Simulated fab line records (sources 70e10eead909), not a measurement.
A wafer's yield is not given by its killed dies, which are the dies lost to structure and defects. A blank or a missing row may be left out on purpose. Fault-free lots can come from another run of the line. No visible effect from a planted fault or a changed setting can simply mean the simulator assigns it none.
Code-filled problem report in 8D (eight disciplines) form | flow nand harc | the parts of the form that need people (team, actions taken, sign-off) are left out

1. WHAT IS WRONG
raw defect count at NHARC_THIN_TSV_INSPECT_40 reads a mean of 1628 on 1 wafer of 1 lot; wafers without a fault read 526 with a standard deviation of 78. Relative to the usual mean, that is a shift of +14 standard deviations.
Seen first at day 31 16:41 on defect inspect-01, wafer L288.5. The record has a number at this step for 36 wafers belonging to 12 lots. Rule for "out", or "out of limits": more than 4 standard deviations from the usual mean. The rest of the wafers with a number are treated as sound.

2. WHAT IT IS, AND WHAT IT ISN'T
question                    | is                | is not
which readings at this step | raw defect count  | -
which lots                  | L288              | L271, L272, L273, L274, L275, L276, L277, L278, L280, L283, L290
which wafers of those lots  | L288.5            | L288.2, L288.6
read on which gauges        | defect inspect-01 | defect inspect-02
when                        | from day 31 16:41 | up to then (32 sound wafers); but 3 sound wafers of L290 came after

3. WHAT RULES OUT EACH SUSPECT
Counting: a tool at a process step up to the reading stays a suspect if it ran every lot that is out. Sound lots after the first of them don't rule it out here, since some wafers of a struck lot are sound.
- the gauge at NHARC_THIN_TSV_INSPECT_40 is ruled out. All the wafers that are out were read on defect inspect-01, but those of them that NHARC_END_SORT_01 has rows for are out there too, on other tools.
- plasma asher-02 at NHARC_THIN_TSV_STRIP_62 (strips in N2/H2, time 20 s): kept. L288, the lot that is out, went through it at day 31 06:49; up to then, the latest sound lot through it was L276 at day 25 08:19.
- wet bench-10 at NHARC_THIN_TSV_STRIP_57 (strips in post etch residue remover, time 1200 s): kept. L288, the lot that is out, went through it at day 31 11:05; up to then, the latest sound lot through it was L283 at day 29 10:23.
Left after counting: plasma asher-02 at NHARC_THIN_TSV_STRIP_62, wet bench-10 at NHARC_THIN_TSV_STRIP_57.

4. THE CAUSE (what the simulator had put in)
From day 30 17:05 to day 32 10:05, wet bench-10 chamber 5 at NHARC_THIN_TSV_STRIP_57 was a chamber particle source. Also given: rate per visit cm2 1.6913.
Counting leaves 2 suspects; this tool is one of them.

5. THE CHAIN OF EFFECTS, in route order
Each row: a reading whose mean over the struck wafers that have a number lies more than 3 standard deviations from the usual. Readings are gone through only where the record gives a usual standard deviation; hours: the median, over the lots, of the time from a lot's start at the first step in this table giving one to that lot's start at this step; sigmas: the change measured in usual standard deviations.
hours | step                      | reading              | usual  | on struck wafers | change | sigmas
0     | NHARC_THIN_TSV_INSPECT_40 | raw defect count     | 526    | 1628             | +1102  | +14
6     | NHARC_END_SORT_01         | defect limited yield | 92.0 % | 76.5             | -15.5  | -6.0
6     | NHARC_END_SORT_01         | killed at other      | 0.7    | 98.0             | +97.3  | +97
6     | NHARC_END_SORT_01         | killed dies          | 54     | 159              | +105   | +6.2
6     | NHARC_END_SORT_01         | sort_bin_2_pct       | 2.8 %  | 9.2              | +6.4   | +5.8
6     | NHARC_END_SORT_01         | sort_bin_3_pct       | 0.5 %  | 6.1              | +5.6   | +17
6     | NHARC_END_SORT_01         | sort n pass          | 623    | 518              | -105   | -6.2
6     | NHARC_END_SORT_01         | sort yield pct       | 92.0 % | 76.5             | -15.5  | -6.0

6. HOW IT WOULD HAVE BEEN CAUGHT EARLIER
In this record the first reading out of limits at a measuring or inspecting step was taken at day 31 16:41, 24 hours after the fault began at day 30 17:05.
All the lots that are out (1) had begun NHARC_THIN_TSV_STRIP_57 on wet bench-10 by day 31 16:41. None of them would have been spared by holding the tool at that moment.
